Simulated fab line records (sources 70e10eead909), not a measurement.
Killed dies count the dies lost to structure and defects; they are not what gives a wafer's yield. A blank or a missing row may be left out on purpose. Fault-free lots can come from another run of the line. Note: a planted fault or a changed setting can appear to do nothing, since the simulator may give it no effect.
fab line records	flow nandHarc
record: lots: 7	wafers: 21	lastDay: 33
route steps=1302 shown P_M2@328 END@1302
lots that met no fault: taken from a fault-free run of the same line
startH: the number of hours between the record's first day and the start of the first shown wafer of the lot	waitH: hours since the lot's step before	" the same as in the row above	L1.1+2: a row that stands for several wafers	- either no value or no given start	* or withheld: withheld	< > ~ a bound
route shown NAME@n: names a module that has steps shown in the file, with the first one's number in the route	usual: the fault-free wafers' mean and standard deviation	same: alike in all rows	chamber/n: place in a boat	sites: each site's reading	_std_site: how widely they spread, as a standard deviation	_edge_site: mean of outer sites minus mean of inner sites	radiusMm: for every site, how far away it sits from the centre of the wafer	mask NAME#n: copy n	behind: the last tool/chamber to shape the wafer	hold: why the lot was held/for how many hours/how that ended	device: whichever transistor did not switch (one of n, p or np)	end of line: tests of these same wafers at the route's end	step lacking rows: just its recipe	killed: not the wafer's yield, but the dies lost to structure and defects at the first sort	map: a wafer's dies, x killed, . not, _ none there
set.NAME: the setting that was run; set.NAME@STEP: the one run at that earlier step	model.NAME: the simulator's own value behind a step, which no gauge read
lots seen at some steps along the route; tables by step, rows by wafer
services: a tool's chamber out of use, with start hour (startH, from the record's first day; less than 0 if before it), hours out, and reason
== steps ==
step: NHARC_P_M2_CD_MEAS_09
recipe: targetCdNm: 170	landingEnergyEv: 500
usual: cdNm: 170.0/0.5
lot.wafer	tool	chamber	startH	waitH	cdNm
L162.3	cdSem-03	0	163.32	-	170.0
L162.4	"	0	"	"	169.8
L162.5	"	0	"	"	169.8
L171.1	cdSem-02	0	240.33	-	170.3
L171.4	"	0	"	"	170.4
L171.5	"	0	"	"	170.0
L172.2	cdSem-02	0	248.47	-	170.9
L172.3	"	0	"	"	170.8
L172.4	"	0	"	"	171.0
L173.3	cdSem-03	0	258.42	-	170.4
L173.4	"	0	"	"	169.9
L173.6	"	0	"	"	170.7
L176.1	cdSem-03	0	297.26	-	170.2
L176.4	"	0	"	"	170.4
L176.6	"	0	"	"	170.7
L181.3	cdSem-01	0	337.56	-	169.9
L181.4	"	0	"	"	169.7
L181.6	"	0	"	"	169.9
L182.2	cdSem-02	0	351.26	-	169.8
L182.4	"	0	"	"	170.1
L182.6	"	0	"	"	169.4
step: NHARC_P_M2_OVL_MEAS_10
recipe: pitchNm: 340
usual: overlayXNm: 0.1/0.75	overlayYNm: -0.1/0.73
lot.wafer	tool	chamber	startH	waitH	overlayXNm	overlayYNm
L162.3	overlay-02	-	163.41	-	0.6	0.8
L162.4	"	-	"	"	0.3	0.8
L162.5	"	-	"	"	0.4	1.5
L171.1	overlay-02	-	240.42	-	-0.5	-0.4
L171.4	"	-	"	"	-0.8	-0.5
L171.5	"	-	"	"	-0.7	-0.3
L172.2	overlay-01	-	248.56	-	-1.2	-0.6
L172.3	"	-	"	"	-0.9	-0.2
L172.4	"	-	"	"	0.0	-0.8
L173.3	overlay-02	-	258.50	-	0.5	-1.0
L173.4	"	-	"	"	0.4	-1.0
L173.6	"	-	"	"	0.9	-0.7
L176.1	overlay-01	-	297.35	-	-0.8	0.5
L176.4	"	-	"	"	-0.1	0.3
L176.6	"	-	"	"	-0.6	0.6
L181.3	overlay-02	-	337.65	-	-0.1	-0.3
L181.4	"	-	"	"	0.2	-1.1
L181.6	"	-	"	"	0.4	-0.9
L182.2	overlay-01	-	351.35	-	1.8	-0.8
L182.4	"	-	"	"	2.2	-0.9
L182.6	"	-	"	"	2.6	-0.1
step: NHARC_P_M2_INSPECT_11
usual: rawDefectCount: 4.9/2.9
lot.wafer	tool	chamber	startH	waitH	rawDefectCount
L162.3	defectInspect-01	-	163.45	0.0	2
L162.4	"	-	"	"	4
L162.5	"	-	"	"	6
L171.1	defectInspect-01	-	240.46	0.0	5
L171.4	"	-	"	"	5
L171.5	"	-	"	"	5
L172.2	defectInspect-02	-	248.59	0.0	8
L172.3	"	-	"	"	3
L172.4	"	-	"	"	4
L173.3	defectInspect-02	-	258.54	0.0	2
L173.4	"	-	"	"	5
L173.6	"	-	"	"	6
L176.1	defectInspect-02	-	297.39	0.0	11
L176.4	"	-	"	"	8
L176.6	"	-	"	"	8
L181.3	defectInspect-01	-	337.68	0.0	3
L181.4	"	-	"	"	3
L181.6	"	-	"	"	2
L182.2	defectInspect-01	-	351.38	0.0	2
L182.4	"	-	"	"	6
L182.6	"	-	"	"	3
step: NHARC_P_M2_DESCUM_14
recipe: timeS: 3	o2FlowSccm: 200	arFlowSccm: 0	biasPowerW: 0	chemistry: O2
usual: drypumpMotorCurrentA: 6.0/0.53	oesProductAu: 1.000/0.0072	rfVppV: 57.8/0.94	showerheadPlenumPTorr: 1.91/0.092	throttleValvePct: 11.311/0.0097
lot.wafer	tool	chamber	startH	waitH	drypumpMotorCurrentA	oesProductAu	rfHoursCounterH	rfVppV	showerheadPlenumPTorr	throttleValvePct
L162.4	rieDiel-11	2	163.51	0.1	5.8	1.009	3.9	58.1	1.86	11.313
L162.3	"	3	"	"	6.5	1.001	3.6	58.3	1.96	11.320
L162.5	"	2	"	"	5.8	1.000	-	59.3	1.86	11.306
L171.4	rieDiel-01	1	240.53	0.1	6.5	1.009	1.5	58.9	1.87	11.319
L171.1	"	3	"	"	6.6	1.005	1.7	57.2	2.06	11.304
L171.5	"	1	"	"	6.5	1.005	-	57.7	1.87	11.316
L172.2	rieDiel-01	0	248.66	0.1	5.3	0.999	1.8	58.2	1.94	11.306
L172.3	"	1	"	"	6.4	0.996	1.7	59.3	1.87	11.294
L172.4	"	2	"	"	5.8	0.995	2.1	56.9	1.79	11.308
L173.3	rieDiel-01	3	258.62	0.1	6.6	0.992	2.6	57.4	2.06	11.310
L173.4	"	0	"	"	5.3	1.008	2.3	59.0	1.94	11.310
L173.6	"	2	"	"	5.8	0.999	-	56.1	1.79	11.325
L176.1	rieDiel-01	0	297.46	0.1	5.3	1.008	4.2	58.1	1.94	11.305
L176.6	"	2	"	"	5.8	0.998	-	58.1	1.79	11.312
L176.4	"	1	"	"	6.5	1.006	-	57.4	1.87	11.320
L181.4	rieDiel-01	2	337.74	0.1	5.8	1.000	6.5	57.9	1.79	11.307
L181.3	"	0	"	"	5.3	1.009	6.5	57.5	1.94	11.309
L181.6	"	2	"	"	5.8	0.996	-	55.9	1.79	11.313
L182.2	rieDiel-08	3	351.45	0.1	5.4	1.003	9.6	57.1	1.94	11.314
L182.4	"	1	"	"	5.2	1.003	8.1	57.8	2.04	11.324
L182.6	"	3	"	"	5.4	0.992	-	59.3	1.94	11.303
step: NHARC_P_M2_ETCH_35
recipe: targetDepthA: 400	overetchA: 120	timeS: 43.94	ionEnergyEv: 200	n2FlowSccm: 150	h2FlowSccm: 150	arFlowSccm: 0	rfW: 400	biasW: 150	chemistry: N2/H2
usual: drypumpMotorCurrentA: 6.0/0.53	oesProductAu: 1.002/0.0067	rfFwdPowerW: 394.8/2.2	rfVppV: 430.3/2.8	showerheadPlenumPTorr: 2.04/0.1	throttleValvePct: 14.170/0.0091
lot.wafer	tool	chamber	startH	waitH	drypumpMotorCurrentA	oesProductAu	rfFwdPowerW	rfHoursCounterH	rfVppV	showerheadPlenumPTorr	throttleValvePct
L162.4	rieDiel-11	3	163.60	0.1	6.5	1.003	391.3	3.6	432.1	2.09	14.171
L162.3	"	1	"	"	6.7	1.008	398.3	4.2	431.1	2.03	14.174
L162.5	"	2	"	"	5.8	0.997	394.3	-	429.3	1.98	14.174
L171.4	rieDiel-01	3	240.60	0.1	6.6	0.999	397.1	1.7	434.2	2.20	14.165
L171.1	"	0	"	"	5.4	1.004	397.4	1.4	430.1	2.06	14.182
L171.5	"	3	"	"	6.6	0.992	394.8	-	434.7	2.20	14.161
L172.4	rieDiel-01	2	248.74	0.1	5.8	1.006	391.1	2.1	426.3	1.90	14.166
L172.2	"	3	"	"	6.6	0.997	396.8	2.2	435.5	2.20	14.156
L172.3	"	0	"	"	5.4	1.007	396.4	1.8	429.9	2.06	14.183
L173.4	rieDiel-01	1	258.69	0.1	6.5	1.005	394.4	2.6	430.0	1.99	14.153
L173.3	"	3	"	"	6.6	1.001	396.1	2.6	432.9	2.20	14.162
L173.6	"	1	"	"	6.5	1.013	393.6	-	427.8	1.99	14.177
L176.1	rieDiel-01	2	297.56	0.1	5.8	0.988	390.1	4.8	425.8	1.90	14.177
L176.4	"	0	"	"	5.4	1.006	397.3	-	431.4	2.06	14.170
L176.6	"	1	"	"	6.5	1.001	396.1	-	429.3	1.99	14.177
L181.4	rieDiel-01	3	337.83	0.1	6.6	0.999	396.1	5.6	434.5	2.20	14.171
L181.3	"	1	"	"	6.5	1.000	394.5	6.6	430.3	1.99	14.187
L181.6	"	3	"	"	6.6	0.991	396.0	-	434.8	2.20	14.168
L182.2	rieDiel-08	0	351.53	0.1	6.0	0.996	395.1	8.2	427.4	1.90	14.178
L182.4	"	3	"	"	5.4	1.002	390.4	9.6	432.3	2.07	14.173
L182.6	"	0	"	"	6.0	1.001	395.4	-	427.4	1.90	14.181
step: NHARC_P_M2_ETCH_15
recipe: targetDepthA: 1825	timeS: 91.2	c4f8FlowSccm: withheld	arFlowSccm: 400	rfW: 600	biasW: 300	chemistry: C4F8/Ar
usual: oesProductAu: 0.954/0.022	rfFwdPowerW: 595.7/2.4	rfVppV: 440.6/2.9
lot.wafer	tool	chamber	startH	waitH	oesProductAu	rfFwdPowerW	rfHoursCounterH	rfVppV
L162.3	rieDiel-11	2	-	-	0.931	597.8	3.9	438.6
L162.4	"	0	"	"	0.934	594.0	4.0	441.6
L162.5	"	1	"	"	0.924	597.7	-	441.3
L171.1	rieDiel-01	0	-	-	0.944	597.3	1.5	442.3
L171.4	"	2	"	"	0.926	594.0	1.8	435.6
L171.5	"	3	"	"	0.920	597.4	-	444.1
L172.4	rieDiel-01	2	-	-	0.966	592.7	2.2	437.7
L172.3	"	3	"	"	0.949	596.4	2.2	445.0
L172.2	"	0	"	"	0.962	598.7	1.8	442.3
L173.3	rieDiel-01	0	-	-	0.971	597.3	2.3	443.0
L173.4	"	1	"	"	0.955	598.2	2.6	438.4
L173.6	"	0	"	"	0.975	598.4	-	442.7
L176.1	rieDiel-01	2	-	-	0.956	591.8	4.8	437.5
L176.6	"	2	"	"	0.960	590.8	-	436.4
L176.4	"	0	"	"	0.979	599.7	-	442.8
L181.3	rieDiel-01	3	-	-	0.922	596.6	5.7	444.1
L181.4	"	1	"	"	0.923	596.2	6.6	440.7
L181.6	"	0	"	"	0.927	597.0	-	441.1
L182.4	rieDiel-08	1	-	-	0.923	595.7	8.1	444.3
L182.2	"	0	"	"	0.910	600.2	8.3	436.4
L182.6	"	1	"	"	0.931	598.0	-	443.9
step: NHARC_P_M2_CD_MEAS_16
usual: cdNm: 170.0/0.65
lot.wafer	tool	chamber	startH	waitH	cdNm
L162.3	cdSem-01	-	163.82	-	169.6
L162.4	"	-	"	"	168.7
L162.5	"	-	"	"	169.8
L171.1	cdSem-01	-	240.82	-	170.2
L171.4	"	-	"	"	169.9
L171.5	"	-	"	"	170.2
L172.2	cdSem-03	-	248.96	-	171.2
L172.3	"	-	"	"	170.3
L172.4	"	-	"	"	171.0
L173.3	cdSem-02	-	258.91	-	171.2
L173.4	"	-	"	"	171.0
L173.6	"	-	"	"	170.5
L176.1	cdSem-01	-	297.80	-	170.9
L176.4	"	-	"	"	170.0
L176.6	"	-	"	"	170.4
L181.3	cdSem-02	-	338.06	-	170.0
L181.4	"	-	"	"	170.4
L181.6	"	-	"	"	170.7
L182.2	cdSem-01	-	351.76	-	169.2
L182.4	"	-	"	"	169.9
L182.6	"	-	"	"	168.8
step: NHARC_P_M2_STRIP_18
recipe: powerW: 1000	n2FlowSccm: 150	h2FlowSccm: 150	arFlowSccm: 0	biasW: 0	chemistry: N2/H2
step: NHARC_P_M2_ETCH_28
recipe: targetDepthA: 300	overEtchFrac: 0.3	timeS: 72.99	ionEnergyEv: 150	cf4FlowSccm: 50	n2FlowSccm: 100	arFlowSccm: 150	rfW: 300	biasW: 100	chemistry: CF4/N2
step: NHARC_P_M2_STRIP_19
recipe: timeS: 600	tempC: 30	chemistry: postEtchResidueRemover
step: NHARC_P_M2_DEGAS_29
recipe: tempC: 250	timeS: 60
usual: heaterPowerW: 324/22
lot.wafer	tool	chamber	startH	waitH	heaterPowerW
L162.4	pvdSputter-01	-	164.53	-	323
L162.3	"	-	"	"	354
L162.5	"	-	"	"	297
L171.1	pvdSputter-01	-	241.55	-	337
L171.4	"	-	"	"	287
L171.5	"	-	"	"	340
L172.4	pvdSputter-01	-	249.71	-	336
L172.3	"	-	"	"	282
L172.2	"	-	"	"	295
L173.4	pvdSputter-01	-	259.74	-	284
L173.3	"	-	"	"	282
L173.6	"	-	"	"	284
L176.4	pvdSputter-02	-	298.58	-	334
L176.1	"	-	"	"	324
L176.6	"	-	"	"	321
L181.4	pvdSputter-01	-	338.77	-	291
L181.3	"	-	"	"	340
L181.6	"	-	"	"	277
L182.2	pvdSputter-02	-	352.49	-	306
L182.4	"	-	"	"	337
L182.6	"	-	"	"	330
step: NHARC_P_M2_PRE_CLEAN_30
recipe: timeS: 30	tempC: 280	gas: H2/He
step: NHARC_P_M2_PVD_20
recipe: targetThkA: 50	biasV: 168.6	powerW: 15000	chamberPressurePa: 0.12	timeS: 8.06	substrateTempC: 50	material: TaN
usual: throttleValvePct: 29.7/0.97
lot.wafer	tool	chamber	startH	waitH	throttleValvePct
L162.3	pvdSputter-01	-	164.63	-	29.6
L162.4	"	-	"	"	29.9
L162.5	"	-	"	"	28.9
L171.1	pvdSputter-01	-	241.65	-	29.8
L171.4	"	-	"	"	30.1
L171.5	"	-	"	"	30.0
L172.4	pvdSputter-01	-	249.82	-	30.5
L172.2	"	-	"	"	29.4
L172.3	"	-	"	"	30.0
L173.4	pvdSputter-01	-	259.85	-	29.0
L173.3	"	-	"	"	30.0
L173.6	"	-	"	"	29.6
L176.4	pvdSputter-02	-	298.70	-	29.5
L176.1	"	-	"	"	31.2
L176.6	"	-	"	"	29.6
L181.4	pvdSputter-01	-	338.88	-	29.5
L181.3	"	-	"	"	30.4
L181.6	"	-	"	"	30.2
L182.4	pvdSputter-02	-	352.61	-	29.4
L182.2	"	-	"	"	30.5
L182.6	"	-	"	"	29.3
step: NHARC_P_M2_PVD_21
recipe: targetThkA: 300	chamberPressurePa: 5	powerW: 5000	substrateTempC: 30	timeS: 20.49	material: Cu
step: NHARC_P_M2_ECD_22
recipe: targetThkA: 4000	bathTempC: 25	material: Cu
step: NHARC_P_M2_ANNEAL_31
recipe: tempC: 225	timeS: 90
step: NHARC_P_M2_CMP_23
recipe: tOverpolishS: 20	targetThkNm: 144.3
step: NHARC_P_M2_THK_MEAS_24
recipe: thkMeasGauge: xrf
usual: thkNm: 144.0/1.3
lot.wafer	tool	chamber	startH	waitH	thkNm
L162.3	filmMetro-02	-	165.92	-	143.5
L162.4	"	-	"	"	143.5
L162.5	"	-	"	"	144.1
L171.1	filmMetro-01	-	242.96	-	143.2
L171.4	"	-	"	"	144.3
L171.5	"	-	"	"	144.5
L172.2	filmMetro-01	-	251.11	-	145.5
L172.3	"	-	"	"	145.3
L172.4	"	-	"	"	146.9
L173.3	filmMetro-02	-	261.14	-	146.7
L173.4	"	-	"	"	142.6
L173.6	"	-	"	"	144.4
L176.1	filmMetro-02	-	299.99	-	144.4
L176.4	"	-	"	"	143.3
L176.6	"	-	"	"	142.3
L181.3	filmMetro-01	-	340.16	-	143.3
L181.4	"	-	"	"	144.2
L181.6	"	-	"	"	144.6
L182.2	filmMetro-01	-	353.88	-	143.1
L182.4	"	-	"	"	142.8
L182.6	"	-	"	"	143.6
step: NHARC_P_M2_SRD_25
step: NHARC_P_M2_PRE_CLEAN_32
recipe: timeS: 12	tempC: 370	rfPowerW: 300	gas: NH3
usual: heaterPowerW: 620/69	rfFwdPowerW: 292.6/0.93
lot.wafer	tool	chamber	startH	waitH	hold	heaterPowerW	rfFwdPowerW	sinceWetCleanH
L162.3	pecvd-03	1	166.14	0.1	-	757	292.1	149
L162.5	"	1	"	"	-	766	291.8	-
L162.4	"	0	"	"	-	536	293.0	-
L171.1	pecvd-03	0	245.91	2.6	awaitDispo/2.5h/release	564	294.0	48
L171.4	"	2	"	"	awaitDispo/2.5h/release	597	291.3	-
L171.5	"	0	"	"	awaitDispo/2.5h/release	559	293.8	-
L172.3	pecvd-04	0	255.97	4.5	awaitDispo/4.5h/release	636	292.1	155
L172.2	"	1	"	"	awaitDispo/4.5h/release	521	291.4	155
L172.4	"	0	"	"	awaitDispo/4.5h/release	638	293.1	-
L173.3	pecvd-04	2	262.97	1.4	awaitDispo/1.4h/release	693	292.6	162
L173.6	"	1	"	"	awaitDispo/1.4h/release	513	291.2	-
L173.4	"	0	"	"	awaitDispo/1.4h/release	668	291.4	-
L176.1	pecvd-04	0	300.21	0.1	-	629	292.4	18
L176.4	"	0	"	"	-	640	293.7	-
L176.6	"	1	"	"	-	573	294.2	-
L181.3	pecvd-03	2	340.41	0.1	-	580	293.3	142
L181.4	"	0	"	"	-	560	293.2	-
L181.6	"	1	"	"	-	677	292.9	-
L182.2	pecvd-04	2	354.12	0.1	-	583	292.1	72
L182.4	"	1	"	"	-	543	290.9	-
L182.6	"	0	"	"	-	645	293.5	-
step: NHARC_END_SORT_01
recipe: tempC: 25
usual: defectLimitedYield: 91.9/2.7	killedAtArray: 50/18	killedAtOther: 0.8/1.1	killedAtPeriphery: 4.1/2.9	killedDies: 55/18	killedOpen: 3.5/1.9	killedShort: 2.4/1.5	sort_bin_2_pct: 2.8/1.2	sort_bin_3_pct: 0.6/0.37	sort_bin_4_pct: 4.7/1.5	sortNPass: 622/18	sortRimYieldPct: 90/4.4	sortYieldPct: 91.9/2.7
same: grossDies: 677	sort_bin_5_pct[%]: 0	sort_bin_6_pct[%]: 0	sort_bin_7_pct[%]: 0	sort_bin_8_pct[%]: 0	sortRimNGross: 106.00
lot.wafer	tool	chamber	startH	waitH	defectLimitedYield[%]	killedAtArray	killedAtOther	killedAtPeriphery	killedDies	killedOpen	killedShort	sort_bin_2_pct[%]	sort_bin_3_pct[%]	sort_bin_4_pct[%]	sortNPass	sortRimYieldPct[%]	sortYieldPct[%]
L162.3	prober-02	0	605.37	3.1	89.2	72	0	1	73	6	1	4.0	0.9	5.9	604	84	89.2
L162.4	prober-02	0	606.17	3.4	88.6	74	0	3	77	4	3	2.7	0.7	8.0	600	82	88.6
L162.5	prober-02	0	606.98	3.7	90.5	63	0	1	64	1	1	3.2	0.6	5.6	613	88	90.5
L172.2	prober-01	0	675.02	2.8	80.8	31	0	99	130	4	2	8.0	5.5	5.8	547	79	80.8
L172.3	prober-01	0	675.82	3.1	82.7	38	4	75	117	2	6	6.4	4.0	6.9	560	80	82.7
L172.4	prober-01	0	676.63	3.4	85.2	30	1	69	100	4	1	5.8	4.0	5.0	577	79	85.2
L171.1	prober-02	0	690.70	2.5	88.2	12	0	68	80	1	4	3.8	4.7	3.2	597	86	88.2
L171.4	prober-02	0	693.12	3.4	82.3	45	1	74	120	6	1	6.9	4.9	5.9	557	78	82.3
L171.5	prober-02	0	693.92	3.7	86.6	19	0	72	91	4	2	5.6	4.7	3.1	586	83	86.6
L173.3	prober-01	0	697.92	3.1	76.7	84	0	74	158	0	0	7.4	5.9	10.0	519	69	76.7
L173.4	prober-01	0	698.72	3.4	75.8	79	0	85	164	4	2	8.9	6.5	8.9	513	75	75.8
L173.6	prober-01	0	700.33	4.0	80.2	65	0	69	134	4	3	7.4	5.6	6.8	543	77	80.2
L176.1	prober-02	0	736.55	2.5	89.4	62	0	10	72	1	3	4.1	0.6	5.9	605	86	89.4
L176.4	prober-02	0	738.92	3.4	90.8	57	0	5	62	2	2	3.7	0.7	4.7	615	89	90.8
L176.6	prober-02	0	740.50	4.0	90.5	58	0	6	64	1	2	3.2	0.7	5.5	613	88	90.5
L181.3	prober-02	0	781.75	3.1	92.6	48	0	2	50	6	1	2.8	0.3	4.3	627	91	92.6
L181.4	prober-02	0	782.56	3.4	93.4	43	0	2	45	3	2	2.4	0.4	3.8	632	92	93.4
L181.6	prober-02	0	784.16	4.0	92.9	47	0	1	48	2	1	1.0	0.3	5.8	629	91	92.9
killed by level:class
L162.3 A_CHANNEL_HOLE_D2:chamberFilmFlake=29 A_SLIT:chamberFilmFlake=23 A_STAIRCASE:chamberFilmFlake=5 A_CHANNEL_HOLE_D1:chamberFilmFlake=4 A_CONTACT:chamberFilmFlake=3 A_ONON_D1:geometricParticle:open=2 P_GATE:geometricParticle:open=1 A_DECK1_JOINT:geometricParticle:open=1
L162.4 A_CHANNEL_HOLE_D2:chamberFilmFlake=34 A_SLIT:chamberFilmFlake=25 A_CONTACT:chamberFilmFlake=4 A_ONON_D1:geometricParticle:short=2 A_STAIRCASE:chamberFilmFlake=2 A_ONON_D1:geometricParticle:open=1 A_CHANNEL_FILL_D2:geometricParticle:short=1 A_CHANNEL_FILL_D2:geometricParticle:open=1
L162.5 A_SLIT:chamberFilmFlake=30 A_CHANNEL_HOLE_D2:chamberFilmFlake=24 A_STAIRCASE:chamberFilmFlake=3 A_CONTACT:chamberFilmFlake=3 P_CONTACT:geometricParticle:short=1 A_CHANNEL_FILL_D1:geometricParticle:open=1 A_CHANNEL_FILL_D1:chamberFilmFlake=1 A_DECK1_JOINT:chamberFilmFlake=1
L172.2 P_M2:unspecified=93 A_CHANNEL_HOLE_D2:chamberFilmFlake=15 A_CHANNEL_HOLE_D1:chamberFilmFlake=7 A_STAIRCASE:chamberFilmFlake=4 P_M0:geometricParticle:short=2 P_CONTACT:geometricParticle:open=1 P_M2:geometricParticle:open=1 A_ONON_D2:geometricParticle:open=1
L172.3 P_M2:unspecified=75 A_CHANNEL_HOLE_D2:chamberFilmFlake=19 A_CHANNEL_HOLE_D1:chamberFilmFlake=5 A_STAIRCASE:chamberFilmFlake=2 HYBRID_BOND:chamberFilmFlake=2 A_ONON_D1:geometricParticle:short=1 A_CHANNEL_FILL_D1:geometricParticle:short=1 A_CHANNEL_FILL_D1:geometricParticle:open=1
L172.4 P_M2:unspecified=66 A_CHANNEL_HOLE_D2:chamberFilmFlake=13 A_CHANNEL_HOLE_D1:chamberFilmFlake=6 A_SLIT:chamberFilmFlake=3 A_CHANNEL_FILL_D2:chamberFilmFlake=2 A_STAIRCASE:chamberFilmFlake=2 P_M0:geometricParticle:short=1 P_M0:geometricParticle:open=1
L171.1 P_M2:unspecified=64 A_CHANNEL_HOLE_D1:chamberFilmFlake=4 A_STAIRCASE:chamberFilmFlake=3 P_M1:chamberFilmFlake=2 P_CONTACT:geometricParticle:open=1 A_ONON_D2:geometricParticle:short=1 A_CHANNEL_HOLE_D2:geometricParticle:short=1 A_STAIRCASE:geometricParticle:short=1
L171.4 P_M2:unspecified=71 A_CHANNEL_HOLE_D1:chamberFilmFlake=27 A_STAIRCASE:chamberFilmFlake=6 A_CHANNEL_FILL_D1:geometricParticle:open=2 A_WL_FILL:chamberFilmFlake=2 A_ONON_D2:geometricParticle:open=2 P_GATE:chamberFilmFlake=2 P_GATE:geometricParticle:short=1
L171.5 P_M2:unspecified=67 A_CHANNEL_HOLE_D1:chamberFilmFlake=5 A_STAIRCASE:chamberFilmFlake=5 P_GATE:chamberFilmFlake=3 A_CONTACT:chamberFilmFlake=3 P_GATE:geometricParticle:short=1 P_CONTACT:geometricParticle:open=1 A_ONON_D2:geometricParticle:open=1
L173.3 P_M2:unspecified=73 A_SLIT:chamberFilmFlake=30 A_CHANNEL_HOLE_D1:chamberFilmFlake=23 A_CHANNEL_HOLE_D2:chamberFilmFlake=20 A_M1:chamberFilmFlake=7 A_CONTACT:chamberFilmFlake=3 P_BONDPAD:chamberFilmFlake=1 A_ZERO_WELL:chamberFilmFlake=1
L173.4 P_M2:unspecified=82 A_SLIT:chamberFilmFlake=34 A_CHANNEL_HOLE_D1:chamberFilmFlake=14 A_CHANNEL_HOLE_D2:chamberFilmFlake=14 A_WL_FILL:chamberFilmFlake=3 A_CONTACT:chamberFilmFlake=3 A_M1:chamberFilmFlake=3 P_M1:chamberFilmFlake=2
L173.6 P_M2:unspecified=66 A_SLIT:chamberFilmFlake=33 A_CHANNEL_HOLE_D2:chamberFilmFlake=16 A_M1:chamberFilmFlake=4 P_M1:chamberFilmFlake=3 A_CHANNEL_HOLE_D1:chamberFilmFlake=3 A_CONTACT:chamberFilmFlake=2 A_CHANNEL_HOLE_D1:geometricParticle:open=1
L176.1 A_SLIT:chamberFilmFlake=21 A_CHANNEL_HOLE_D2:chamberFilmFlake=13 A_CHANNEL_HOLE_D1:chamberFilmFlake=10 P_GATE:chamberFilmFlake=8 A_CONTACT:chamberFilmFlake=5 A_SGD_CUT:chamberFilmFlake=4 A_WL_FILL:chamberFilmFlake=3 A_STAIRCASE:chamberFilmFlake=2
L176.4 A_SLIT:chamberFilmFlake=23 A_CHANNEL_HOLE_D2:chamberFilmFlake=13 A_CONTACT:chamberFilmFlake=6 A_CHANNEL_HOLE_D1:chamberFilmFlake=5 P_GATE:chamberFilmFlake=3 A_SGD_CUT:chamberFilmFlake=2 P_M0:geometricParticle:short=1 A_CHANNEL_FILL_D2:geometricParticle:short=1
L176.6 A_SLIT:chamberFilmFlake=19 A_CHANNEL_HOLE_D2:chamberFilmFlake=14 A_CHANNEL_HOLE_D1:chamberFilmFlake=11 A_SGD_CUT:chamberFilmFlake=4 A_CONTACT:chamberFilmFlake=3 P_GATE:chamberFilmFlake=2 A_STAIRCASE:chamberFilmFlake=2 A_WL_FILL:chamberFilmFlake=2
L181.3 A_SLIT:chamberFilmFlake=30 A_CONTACT:chamberFilmFlake=3 A_BLC:geometricParticle:open=2 A_CHANNEL_HOLE_D1:unspecified=2 A_CHANNEL_FILL_D1:chamberFilmFlake=2 A_CHANNEL_HOLE_D2:chamberFilmFlake=2 A_CHANNEL_FILL_D2:chamberFilmFlake=2 A_STAIRCASE:chamberFilmFlake=2
L181.4 A_SLIT:chamberFilmFlake=28 A_CHANNEL_HOLE_D2:chamberFilmFlake=3 A_CONTACT:chamberFilmFlake=3 A_CHANNEL_HOLE_D1:chamberFilmFlake=2 P_CONTACT:geometricParticle:open=1 A_CHANNEL_FILL_D1:geometricParticle:open=1 A_CHANNEL_FILL_D1:geometricParticle:short=1 A_DECK1_JOINT:geometricParticle:open=1
L181.6 A_SLIT:chamberFilmFlake=26 A_CHANNEL_HOLE_D2:chamberFilmFlake=6 A_CHANNEL_HOLE_D1:unspecified=3 A_CHANNEL_HOLE_D1:chamberFilmFlake=2 A_DECK1_JOINT:chamberFilmFlake=2 A_STAIRCASE:chamberFilmFlake=2 A_ONON_D2:geometricParticle:short=1 A_ONON_D2:geometricParticle:open=1
map L171.4 (x killed, . not)
____________x____________
_________.xxxxxx_________
_______....xxxxxxx_______
______......xxxxxxx______
_____......xxxxxxxxx_____
____......xxxxxxxxx.x____
____.......xxxxxxxxx.____
___........xxxxxxxx...___
___........xxxxxxx....___
__.........x..xxxx..xx.__
__.....x.....xxx.......__
_......x..........x....._
_....x................xx_
_....................xx._
_.....................xx_
_...................x..x_
................x....xxxx
.....................xxxx
.....................xxxx
.x...........x......x.xxx
.......................xx
_..x...............x..x._
_......................._
_..............x....x..._
_......................._
_................x......_
__.................x...__
__...............x.....__
___...................___
___...................___
____...........x.....____
____..........x......____
_____.....xx.....x.._____
______.............______
_______..........._______
_________......._________
____________.____________
map L172.2 (x killed, . not)
____________.____________
_________.x....._________
_______........xx._______
______.............______
_____..............._____
____.........x......x____
____...............xx____
___...............xx..___
___...............xxxx___
__...............xxxxxx__
__...............xxxxxx__
_..x............xxxxxxxx_
_...x...........xxxxxxxx_
_.x.............xxxxxxxx_
_.x.............xxxxxxxx_
_.xx.x..........xxxxxxxx_
.xx..............xxxxxxxx
..xx.............xxxxxxxx
.x...............xxxxxxxx
...x.x............xxxx.xx
.x.x.........x....x.x....
_................x..x..._
_x......................_
_........x.............._
_.........x............._
_......................._
__..................x.x__
__...........x....x....__
___...........x.....x.___
___................x..___
____.................____
____x..............x.____
_____....x.........._____
______...x.........______
_______..........._______
_________......._________
____________.____________
== services ==
tool	chamber	startH	hours	kind
rieDiel-08	0	146.46	8.0	repair
rieDiel-01	0	158.33	-	clean
pecvd-04	-	158.54	2.2	repair
pvdSputter-02	-	182.06	2.1	repair
pecvd-03	-	185.31	13.0	pm
pvdSputter-01	-	187.27	10.6	repair
rieDiel-11	3	189.06	3.3	repair
rieDiel-08	-	190.80	9.0	pm
rieDiel-01	-	203.83	9.0	pm
pecvd-04	2	204.97	5.7	repair
pvdSputter-01	-	226.00	10.0	pm
rieDiel-11	-	255.50	9.0	pm
rieDiel-08	-	261.46	0.5	repair
rieDiel-11	3	266.48	2.5	repair
pecvd-04	-	269.06	13.0	pm
pvdSputter-02	-	282.00	10.0	pm
pvdSputter-01	-	282.81	4.6	repair
rieDiel-01	-	292.44	0.5	repair
rieDiel-01	3	295.00	7.8	repair
rieDiel-11	0	295.06	4.9	repair
pecvd-03	2	326.93	5.9	repair
pecvd-03	-	330.68	2.4	repair
rieDiel-11	-	331.32	0.4	repair
pvdSputter-01	-	342.44	34.1	repair
== key ==
firstSign: step: NHARC_END_SORT_01	reading: killedAtPeriphery	direction: up	sigmas: 25	usual: 4.1	struck: 76.1
effect: step: NHARC_END_SORT_01	reading: killedDies	direction: up	sigmas: 3.6	usual: 55	struck: 122
moreKillsBornAt: NHARC_P_M2_PVD_20@pvdSputter-01: 657
metAt NHARC_P_M2_PVD_20
struckWafers L171.1,L171.4,L171.5,L172.2,L172.3,L172.4,L173.3,L173.4,L173.6
onsetBetween 164.63 241.65
fault: kind: chamberParticleSource	tool: pvdSputter-01	chamber: -	onsetH: 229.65	steps: NHARC_P_M2_PVD_20	ratePerVisitCm2: 2.0667	endH: 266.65
